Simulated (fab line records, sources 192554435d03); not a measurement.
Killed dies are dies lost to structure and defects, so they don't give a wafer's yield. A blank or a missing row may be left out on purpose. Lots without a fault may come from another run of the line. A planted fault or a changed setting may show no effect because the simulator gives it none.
A struck lot beside a sound one | flow n5_finfet | 14 steps out of a route of 1938
Sound: wafers L236.2, L236.3, L236.5. Struck: wafers L244.1, L244.2, L244.6. The cause comes at the end.
At each step with rows: each side's tool, then ch and its chambers, then its first start. Under that, the readings that differ: sound wafers | struck wafers | difference of the means | sigmas: that difference in standard deviations of wafers without a fault.
alike: readings whose means differ by less than 2 such deviations, and words and numbers that are the same on both sides. not compared: withheld readings, readings that some wafer has no value for, bounds like >300 that may hide the same value, and numbers for which the record gives no deviation and whose values overlap.
The two part at a step that has a row with sigmas, a row that says differs or no value, or rows on one side only. Numbers that don't overlap but have no deviation are shown without sigmas and don't part them. A reading that every wafer of one side lacks parts them only if that side has two wafers or more.

first, 4 steps without rows for these wafers: N5_HKMG_FIN_PRECLEAN_64 (cleans in dHF, time 30 s); N5_HKMG_FIN_WET_ETCH_65 (etches a-Si in TMAH, stops on TiN, time 49 s, target depth 3 nm); N5_HKMG_FIN_WET_ETCH_81 (etches TiN in SC1, stops on HfO2, time 57 s, target depth 6 nm); N5_HKMG_FIN_WET_ETCH_82 (etches La2O3 in dHCl, stops on HfO2, target depth 2 nm, rinse time 30 s).
N5_HKMG_FIN_ALD_36: deposits TiN, target thk 1 nm, pulse time 1 s, purge time 3 s.
  sound on ald_metal-01 ch 0,3, day 5 01:11; struck on ald_metal-02 ch 0,1, day 7 04:06
  alike: heater_power_w, precursor_pulse_height_rel
N5_HKMG_FIN_THK_MEAS_70: measures by xrf.
  sound on film_metro-01, day 5 01:28; struck on film_metro-02, day 7 04:23
  alike: HK_THK
N5_HKMG_FIN_PWFM_ALD_03: deposits TiN, target thk 2 nm, pulse time 1 s, purge time 3 s.
  sound on ald_metal-02 ch 0,1, day 5 01:30; struck on ald_metal-01 ch 1,3, day 7 04:25
  alike: heater_power_w, precursor_pulse_height_rel
then, 5 steps without rows for these wafers: N5_HKMG_FIN_COAT_29 (time 60 s, resist thk 300 nm); N5_HKMG_FIN_COAT_30 (time 60 s, resist thk 35 nm); N5_HKMG_FIN_COAT_06 (resist thk 90 nm); N5_HKMG_FIN_EBR_08; N5_HKMG_FIN_SOFTBAKE_07 (time 60 s).
N5_HKMG_FIN_EXPOSE_09: exposes mask NWFM, target cd 98 nm.
  sound on arfi_scanner-01 ch 0, day 5 02:13; struck on arfi_scanner-01, day 7 05:08
  no value came back on the struck wafers for exposure_dose_mJ_cm2, focus_offset_nm (nm); on the sound wafers exposure_dose_mJ_cm2 reads 39.29 39.32 39.26
  alike: mask
then, 1 step without rows for these wafers: N5_HKMG_FIN_PEB_10 (peb time 60 s).

WHERE THEY PART
Only at N5_HKMG_FIN_EXPOSE_09, within this record.

WHY: what the simulator had put in
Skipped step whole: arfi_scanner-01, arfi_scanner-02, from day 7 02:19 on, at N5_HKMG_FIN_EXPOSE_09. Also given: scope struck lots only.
